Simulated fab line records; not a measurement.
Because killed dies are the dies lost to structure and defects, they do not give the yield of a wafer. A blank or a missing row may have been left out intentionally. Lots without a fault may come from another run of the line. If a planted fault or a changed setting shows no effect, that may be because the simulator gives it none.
Chamber matching ; flow n5-finfet ; N5_GATE_CUT_SAC_CAP_01 on ald-sin-04: 4 sister chambers
The step material SiNx, target thk 24 nm, pulse time 1 s, ald cycles 480. 4 wafers are shown with their chamber, then 10 later ones without.

== EACH WAFER AND ITS CHAMBER ==
wafer;chamber;heater-power-w (W)
L090.5;0;811
L091.1;3;797
L092.2;2;877
L092.4;1;829

== WAFERS WITH NO CHAMBER GIVEN ==
wafer;heater-power-w (W)
L092.5;815
L094.2;815
L094.4;812
L094.6;839
L097.1;811
L097.2;873
L097.3;793
L097.4;834
L097.5;823
L097.6;879

== EACH ONE'S CHAMBER ==
wafer;from the rows above;in truth
L092.5;0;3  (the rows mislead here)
L094.2;0;0
L094.4;0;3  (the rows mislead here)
L094.6;1;1
L097.1;0;0
L097.2;2;2
L097.3;3;3
L097.4;1;1
L097.5;can't be placed: 1 or 0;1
L097.6;2;2
Correct placement for 7 of the 10. From these rows, 1 cannot be placed; in 1 the true chamber is one of the candidates. Placed wrongly: 2.
How it was worked out, from the rows above alone: a wafer's distance from a chamber is the root of the sum, over the readings, of the square of ((its reading less the chamber's mean) divided by the reading's scatter). If the next closest chamber is less than 2 further off than the closest, the wafer can't be placed; otherwise it belongs to the closest. A chamber's mean is the mean of its shown wafers. The scatter (one wafer shown for each chamber): square how far every hidden wafer sits from the nearest shown wafer, average those squares and take the square root.
